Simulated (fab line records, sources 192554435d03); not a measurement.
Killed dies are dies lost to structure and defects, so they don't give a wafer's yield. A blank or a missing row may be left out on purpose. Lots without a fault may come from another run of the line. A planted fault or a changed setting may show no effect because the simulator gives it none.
fab line records | flow n5_finfet
record lots=7 wafers=19 last_day=17
route steps=1938 shown BEOL_M2@868 BEOL_M4@1111 PASSIVATION@1936
lots that met no fault: from a run of the same line without faults
start_h: hours from the record's first day to the start of the lot's first wafer shown | wait_h: hours since the lot's step before | " the same as in the row above | L1.1+2: a row that stands for several wafers | - no value, or no start given | * or withheld: withheld | < > ~ a bound
route shown NAME@n: a module of which the file shows steps, and the number in the route of the first | usual: mean/standard deviation of fault-free wafers | same: alike in all rows | chamber/n: place in a boat | sites: the reading at each site | _std_site: their standard deviation | _edge_site: outer sites' mean less inner sites' | radius_mm: how far each site lies from the wafer's centre | mask NAME#n: copy n | behind: the tool/chamber that last shaped the wafer | hold: why the lot was held/for how many hours/how that ended | device: the transistor (n, p or np) that didn't switch | end of line: the same wafers' tests at the end of the route | a step without rows: its recipe alone | killed: dies lost to structure and defects at the first sort, not the wafer's yield | map: a wafer's dies, x killed, . not, _ none there
set.NAME: the setting as run; set.NAME@STEP: as run at that earlier step | model.NAME: the simulator's own value behind a step, which no gauge read
lots at some steps of the route; a table a step, a row a wafer
services: from which hour (start_h, from the record's first day; less than 0 if before it) a tool's chamber was out of use, for how many hours, and why
## steps
# step N5_BEOL_M2_COAT_68
# recipe resist=SiARC temp_c=220 time_s=60 spin_rpm=1500 resist_thk_nm=12
# step N5_BEOL_M2_COAT_76
# recipe resist=underlayer temp_c=205 time_s=60 spin_rpm=1500 resist_thk_nm=5
# step N5_BEOL_M2_COAT_22
# recipe resist=CAR-EUV spin_rpm=1500 resist_thk_nm=30
# step N5_BEOL_M2_EBR_24
# recipe solvent=PGMEA ebr_width_mm=1.5
# step N5_BEOL_M2_SOFTBAKE_23
# recipe temp_c=110 time_s=60 resist=CAR-EUV
# step N5_BEOL_M2_EXPOSE_25
# recipe mask_id=V1 na=0.33 source_shape=quasar sigma_inner=0.2 sigma_outer=0.8 polarization=unpolarized defocus_nm=5 dose_mj=63
# step N5_BEOL_M2_PEB_26
# recipe peb_temp_c=100 peb_time_s=60 resist=CAR-EUV
# step N5_BEOL_M2_DEVELOP_27
# recipe develop_time_s=30 developer=TMAH resist=CAR-EUV rinse_liquid=surfactant_rinse dry=air_spin dev_temp_c=23
# step N5_BEOL_M2_CD_MEAS_28
# recipe target_cd_nm=26.2 landing_energy_ev=500 detector=se_inlens target_cd_y_nm=24.1 polarity=opening
# usual cd_nm=26.28/0.26
# same landing_energy_ev=500
# columns lot.wafer tool chamber start_h wait_h cd_nm
L301.2 cd_sem-03 0 149.27 - 26.32
L301.3 " 0 " " 26.25
L301.6 " 0 " " 26.17
L302.1 cd_sem-01 0 160.81 - 26.27
L302.2 " 0 " " 26.37
L302.3 " 0 " " 26.58
L305.2 cd_sem-01 0 162.11 - 26.89
L305.3 " 0 " " 26.49
L305.6 " 0 " " 26.55
L311.2 cd_sem-01 0 205.12 - 26.18
L311.3 " 0 " " 25.72
L311.6 " 0 " " 26.23
L316.1 cd_sem-01 0 226.98 - 26.18
L316.2 " 0 " " 26.23
L317.1 cd_sem-01 0 239.55 - 26.13
L317.5 " 0 " " 26.38
L320.2 cd_sem-03 0 248.87 - 26.01
L320.3 " 0 " " 26.49
L320.6 " 0 " " 26.28
# step N5_BEOL_M2_OVL_MEAS_29
# recipe points_per_wafer=522
# usual V1_OVL=0.1/0.8
# columns lot.wafer tool chamber start_h wait_h V1_OVL[nm]
L301.2 overlay-02 0 149.31 0.0 0.5
L301.3 " 0 " " -1.1
L301.6 " 0 " " 0.6
L302.1 overlay-01 0 160.84 0.0 0.4
L302.2 " 0 " " 0.0
L302.3 " 0 " " 0.7
L305.2 overlay-02 0 162.14 0.0 -0.8
L305.3 " 0 " " -0.7
L305.6 " 0 " " -0.7
L311.2 overlay-02 0 205.16 0.0 0.6
L311.3 " 0 " " -0.1
L311.6 " 0 " " 0.7
L316.1 overlay-02 0 227.01 0.0 -0.5
L316.2 " 0 " " -1.1
L317.1 overlay-02 0 239.58 0.0 0.0
L317.5 " 0 " " 0.3
L320.2 overlay-02 0 248.90 0.0 1.4
L320.3 " 0 " " 0.4
L320.6 " 0 " " 0.4
# step N5_BEOL_M2_INSPECT_30
# recipe mode=adi inspect_instrument=brightfield
# usual raw_defect_count=447/89
# columns lot.wafer tool chamber start_h wait_h raw_defect_count
L301.2 defect_inspect-01 - 149.36 0.0 576
L301.3 " - " " 359
L301.6 " - " " 587
L302.1 defect_inspect-02 - 160.90 0.1 405
L302.2 " - " " 272
L302.3 " - " " 255
L305.2 defect_inspect-01 - 162.19 0.0 479
L305.3 " - " " 579
L305.6 " - " " 701
L311.2 defect_inspect-01 - 205.21 0.0 533
L311.3 " - " " 554
L311.6 " - " " 460
L316.1 defect_inspect-01 - 227.07 0.1 435
L316.2 " - " " 385
L317.1 defect_inspect-02 - 239.65 0.1 562
L317.5 " - " " 421
L320.2 defect_inspect-02 - 248.95 0.0 438
L320.3 " - " " 433
L320.6 " - " " 464
# step N5_BEOL_M2_DESCUM_33
# recipe chemistry=O2 time_s=7 source_power_w=50 bias_power_w=20 pressure_mtorr=20 rf_frequency_hz=2.712e+07 temp_c=40 resist=CAR-EUV o2_flow_sccm=225
# usual bias_power_w=20.01/0.067 drypump_motor_current_A=5.6/0.42 oes_product_au=0.76/0.064 rf_vpp_V=242.8/1.4 showerhead_plenum_p_Torr=2.07/0.074 throttle_valve_pct=20.47/0.16
# columns lot.wafer tool chamber start_h wait_h bias_power_w drypump_motor_current_A oes_product_au rf_hours_counter_h rf_vpp_V showerhead_plenum_p_Torr throttle_valve_pct
L301.2 rie_diel-04 1 149.80 0.4 20.04 5.1 0.77 140 243.0 1.99 20.62
L301.3 " 0 " " 20.06 6.1 0.73 201 244.8 2.18 20.56
L301.6 " 0 " " 20.06 6.1 0.73 - 244.2 2.18 20.56
L302.1 rie_diel-02 2 160.93 0.0 19.97 4.8 0.75 172 244.7 2.18 20.43
L302.2 " 0 " " 20.02 5.9 0.72 224 244.1 2.17 20.36
L302.3 " 1 " " 19.98 5.7 0.73 193 241.7 1.98 20.17
L305.2 rie_diel-02 1 162.23 0.0 19.94 5.6 0.73 193 240.5 1.98 20.18
L305.3 " 0 " " 19.85 5.9 0.72 225 244.7 2.17 20.34
L305.6 " 0 " " 20.00 5.9 0.72 - 244.6 2.17 20.35
L311.2 rie_diel-02 0 205.51 0.3 20.00 5.9 0.71 238 243.6 2.16 20.38
L311.3 " 3 " " 19.91 5.2 0.83 56 243.1 2.02 20.45
L311.6 " 3 " " 19.85 5.2 0.83 - 241.9 2.02 20.46
L316.1 rie_diel-04 2 227.10 0.0 20.02 6.0 0.71 224 241.7 2.06 20.42
L316.2 " 3 " " 20.09 5.5 0.77 139 240.4 2.03 20.56
L317.1 rie_diel-04 1 239.68 0.0 19.98 5.1 0.75 174 242.0 1.98 20.67
L317.5 " 2 " " 20.12 6.0 0.69 - 241.4 2.05 20.42
L320.2 rie_diel-04 3 249.10 0.1 20.10 5.5 0.76 147 242.3 2.02 20.56
L320.3 " 0 " " 20.15 6.1 0.70 237 244.9 2.17 20.62
L320.6 " 0 " " 20.13 6.1 0.71 - 242.9 2.17 20.61
# step N5_BEOL_M2_ETCH_77
# recipe chemistry=N2/H2 target=underlayer target_depth_a=65 mask_material=CAR-EUV time_s=5.2 ion_energy_ev=200 pressure_mtorr=30 source_w=840 bias_w=150 n2_flow_sccm=200 h2_flow_sccm=200 ends=cleared
# usual drypump_motor_current_A=5.6/0.42 etch_rf_on_time_s=5.20/0.18 oes_product_au=0.65/0.062 rf_vpp_V=523.3/2.6 showerhead_plenum_p_Torr=2.51/0.084 throttle_valve_pct=17.91/0.29
# columns lot.wafer tool chamber start_h wait_h drypump_motor_current_A etch_rf_on_time_s oes_product_au rf_hours_counter_h rf_vpp_V showerhead_plenum_p_Torr throttle_valve_pct
L301.2 rie_diel-04 1 149.83 0.0 5.1 5.20 0.64 140 522.7 2.46 18.38
L301.3 " 0 " " 6.1 5.20 0.61 201 525.6 2.64 17.90
L301.6 " 0 " " 6.1 5.25 0.62 - 527.9 2.64 17.94
L302.1 rie_diel-02 2 160.97 0.0 4.8 5.30 0.64 172 526.5 2.65 17.87
L302.2 " 0 " " 5.9 5.35 0.60 224 524.2 2.62 17.72
L302.3 " 1 " " 5.6 5.25 0.61 193 523.2 2.41 17.60
L305.2 rie_diel-02 1 162.26 0.0 5.6 5.28 0.62 193 521.9 2.41 17.64
L305.3 " 0 " " 5.9 5.32 0.60 225 525.7 2.62 17.71
L305.6 " 0 " " 5.9 5.33 0.61 - 525.2 2.62 17.70
L311.2 rie_diel-02 0 205.54 0.0 5.9 5.29 0.61 238 527.1 2.61 17.75
L311.3 " 3 " " 5.2 4.93 0.75 56 520.0 2.50 18.11
L311.6 " 3 " " 5.2 4.90 0.75 - 522.4 2.50 18.13
L316.1 rie_diel-04 2 227.14 0.0 6.0 3.97 0.69 224 523.0 2.49 17.77
L316.2 " 3 " " 5.5 4.78 0.68 139 522.1 2.41 17.53
L317.1 rie_diel-04 1 239.72 0.0 5.1 3.85 0.75 174 521.1 2.44 18.49
L317.5 " 2 " " 6.0 5.44 0.58 - 522.3 2.49 17.74
L320.2 rie_diel-04 3 249.13 0.0 5.5 4.87 0.67 147 519.7 2.40 17.51
L320.3 " 0 " " 6.1 5.18 0.60 237 524.3 2.62 17.95
L320.6 " 0 " " 6.1 3.88 0.71 - 526.9 2.62 18.01
# step N5_BEOL_M2_ETCH_69
# recipe chemistry=CF4 target=SiARC target_depth_a=156 mask_material=CAR-EUV time_s=26 ion_energy_ev=80 pressure_mtorr=40 source_w=545 bias_w=36 Ar_flow_sccm=100 cf4_flow_sccm=100 ends=cleared
# usual cf4_flow_sccm=100.00/0.3 drypump_motor_current_A=5.6/0.42 etch_rf_on_time_s=25.9/0.83 oes_product_au=0.65/0.062 rf_vpp_V=183.8/1.2 showerhead_plenum_p_Torr=2.11/0.054 throttle_valve_pct=15.67/0.15
# columns lot.wafer tool chamber start_h wait_h cf4_flow_sccm drypump_motor_current_A etch_rf_on_time_s oes_product_au rf_hours_counter_h rf_vpp_V showerhead_plenum_p_Torr throttle_valve_pct
L301.2 rie_diel-04 1 149.85 0.0 99.88 5.1 25.8 0.65 140 183.3 2.07 15.87
L301.3 " 0 " " 100.15 6.1 25.8 0.62 201 187.0 2.19 15.59
L301.6 " 0 " " 99.85 6.1 26.0 0.62 - 185.1 2.19 15.59
L302.1 rie_diel-02 2 160.98 0.0 99.54 4.9 26.3 0.64 172 185.6 2.19 15.45
L302.2 " 0 " " 99.83 5.9 26.8 0.61 224 184.3 2.21 15.66
L302.3 " 1 " " 99.71 5.6 25.6 0.62 193 183.2 2.04 15.49
L305.2 rie_diel-02 1 162.28 0.0 100.42 5.6 25.9 0.62 193 183.1 2.04 15.50
L305.3 " 0 " " 99.99 5.9 26.5 0.61 225 185.0 2.21 15.66
L305.6 " 0 " " 100.33 5.9 26.6 0.61 - 185.0 2.21 15.65
L311.2 rie_diel-02 0 205.56 0.0 99.58 5.9 26.5 0.60 238 182.9 2.21 15.68
L311.3 " 3 " " 100.20 5.2 24.7 0.74 56 183.1 2.10 15.71
L311.6 " 3 " " 99.81 5.2 24.7 0.74 - 182.4 2.10 15.71
L316.1 rie_diel-04 2 227.15 0.0 100.65 6.0 26.3 0.59 224 184.4 2.11 15.67
L316.2 " 3 " " 100.03 5.5 24.3 0.67 139 183.7 2.08 15.72
L317.1 rie_diel-04 1 239.73 0.0 100.21 5.1 25.2 0.63 174 183.2 2.06 15.96
L317.5 " 2 " " 99.24 6.0 26.6 0.58 - 185.1 2.10 15.70
L320.2 rie_diel-04 3 249.15 0.0 99.64 5.5 24.5 0.66 147 182.3 2.08 15.73
L320.3 " 0 " " 99.78 6.1 26.1 0.60 237 184.2 2.18 15.67
L320.6 " 0 " " 100.06 6.1 26.0 0.59 - 184.3 2.18 15.64
# step N5_BEOL_M4_RC_MEAS_101
# usual DIBL_N=37.3/2.3 DIBL_P=37.4/2.9 IOFF_N=0.18/0.045 IOFF_P=0.25/0.054 ION_N=679/15 ION_P=468/9.7 SS_N=71.8/0.62 SS_P=73.6/0.76 VT_N=248/4.1 VT_P=-248/3.6
# columns lot.wafer tool chamber start_h wait_h DIBL_N[mV/V] DIBL_P[mV/V] IOFF_N[nA/um] IOFF_P[nA/um] ION_N[uA/um] ION_P[uA/um] SS_N[mV/dec] SS_P[mV/dec] VT_N[mV] VT_P[mV]
L301.2 prober-01 0 182.72 0.2 35.3 35.3 0.13 0.23 666 466 71.9 73.4 255 -243
L301.3 " 0 " " 39.5 39.8 0.22 0.34 697 486 72.1 74.6 245 -240
L301.6 " 0 " " 38.5 39.0 0.19 0.30 684 468 72.4 74.3 248 -243
L302.1 prober-02 0 189.47 0.0 35.9 35.3 0.17 0.23 682 465 71.6 73.5 248 -248
L302.2 " 0 " " 37.1 38.7 0.20 0.29 701 480 72.1 74.0 245 -244
L302.3 " 0 " " 35.6 35.6 0.16 0.22 678 465 71.3 73.4 250 -248
L305.2 prober-02 0 195.51 0.2 36.6 36.5 0.16 0.19 685 467 71.4 73.1 250 -252
L305.3 " 0 " " 36.4 37.9 0.15 0.21 662 459 71.6 74.0 253 -252
L305.6 " 0 " " 38.1 38.0 0.18 0.22 683 455 71.7 73.8 251 -253
L311.2 prober-02 0 236.62 0.2 37.3 38.8 0.20 0.23 690 473 72.1 74.6 243 -251
L311.3 " 0 " " 39.6 40.5 0.21 0.26 678 456 72.7 75.0 249 -251
L311.6 " 0 " " 38.1 38.6 0.18 0.22 669 454 72.2 74.0 250 -252
L316.1 prober-02 0 268.65 0.0 31.8 32.1 0.12 0.17 649 452 71.1 72.6 253 -250
L316.2 " 0 " " 33.8 35.0 0.13 0.21 653 451 71.4 72.4 254 -249
L317.1 prober-01 0 270.67 0.0 34.9 34.4 0.15 0.20 670 465 70.9 72.8 253 -249
L317.5 " 0 " " 37.0 37.9 0.19 0.26 665 460 71.6 74.1 248 -249
L320.2 prober-01 0 292.18 0.2 41.3 43.0 0.27 0.40 708 496 73.1 74.5 242 -240
L320.3 " 0 " " 40.9 42.5 0.25 0.37 685 481 72.1 74.9 242 -241
L320.6 " 0 " " 39.7 41.2 0.23 0.33 675 475 71.7 74.3 245 -243
# step N5_PASSIVATION_PROBE_49
# usual defect_limited_yield=91.3/1.5 killed_at_M0_to_M3=35/8.7 killed_at_M4_up=14/5.5 killed_at_contacts=11/5.6 killed_at_front_end=39/13 killed_at_other=3.7/2.2 killed_dies=103/18 killed_open=69/14 killed_short=33/7.8 sort_bin_4_leakage=0.02/0.15 sort_bin_5_function=5.1/0.99 sort_bin_6_memory=3.3/0.67 sort_bin_8_speed=0.02/0.17 sort_n_pass=1077/18 sort_yield_pct=91.2/1.5
# same gross_dies=1180 killed_at_back_side=0
# columns lot.wafer tool chamber start_h wait_h defect_limited_yield[%] killed_at_M0_to_M3 killed_at_M4_up killed_at_contacts killed_at_front_end killed_at_other killed_dies killed_open killed_short sort_bin_4_leakage[%] sort_bin_5_function[%] sort_bin_6_memory[%] sort_bin_8_speed[%] sort_n_pass sort_yield_pct[%]
L311.2 prober-02 - 350.47 0.1 91.4 54 9 13 23 2 101 73 28 0 5.1 3.0 0 1079 91.4
L311.3 prober-02 - 350.52 0.1 90.4 49 22 14 26 2 113 80 32 0 5.8 3.6 0 1067 90.4
L311.6 prober-02 - 350.67 0.3 92.5 37 7 26 14 4 88 67 21 0 4.5 2.6 0 1092 92.5
# killed by level:class
L311.2 BEOL_M2:geometric_particle:open=15 MOL_CONTACT_COAG:geometric_particle:open=9 BEOL_M0_SAQP:geometric_particle:short=8 BEOL_M1:geometric_particle:open=8 BEOL_M0_SAQP:geometric_particle:open=7 BEOL_M3:geometric_particle:open=7 FIN_SAQP:geometric_particle:open=5 GATE_CUT:geometric_particle:short=5
L311.3 BEOL_M4:geometric_particle:open=11 MOL_CONTACT_COAG:geometric_particle:open=10 FIN_SAQP:geometric_particle:open=9 BEOL_M0:geometric_particle:open=9 BEOL_M0_SAQP:geometric_particle:open=8 BEOL_M0_SAQP:geometric_particle:short=6 BEOL_M2:geometric_particle:open=6 BEOL_M1:geometric_particle:open=6
L311.6 MOL_CONTACT_COAG:geometric_particle:open=24 BEOL_M0_SAQP:geometric_particle:open=8 BEOL_M0:geometric_particle:open=8 BEOL_M2:geometric_particle:open=7 FIN_SAQP:geometric_particle:open=5 BEOL_M0_SAQP:geometric_particle:short=4 BEOL_M4:geometric_particle:open=4 BEOL_M2:geometric_particle:short=3
## services
# columns tool chamber start_h hours kind
rie_diel-02 3 166.84 4.9 repair
rie_diel-02 - 177.25 2.8 pm
rie_diel-04 2 179.58 5.0 repair
rie_diel-02 0 197.42 3.8 repair
rie_diel-02 0 240.73 - clean
rie_diel-02 0 240.73 - consumable_replace:focus_ring
rie_diel-02 0 240.73 20.3 scheduled_down
rie_diel-02 0 240.73 20.3 vent_cycle
## key
first_sign step=N5_BEOL_M2_ETCH_77 reading=etch_rf_on_time_s direction=down sigmas=7.4 usual=* struck=*
effect none on later readings
met_at N5_BEOL_M2_ETCH_77
struck_wafers L316.1,L317.1,L320.6
onset_between 149.83 227.14
fault kind=process_parameter_drift tool=rie_diel-04 chamber=- onset_h=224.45 steps=N5_BEOL_M2_ETCH_77 channel=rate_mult offset=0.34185 shape=step end_h=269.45 scope=struck_wafers_only
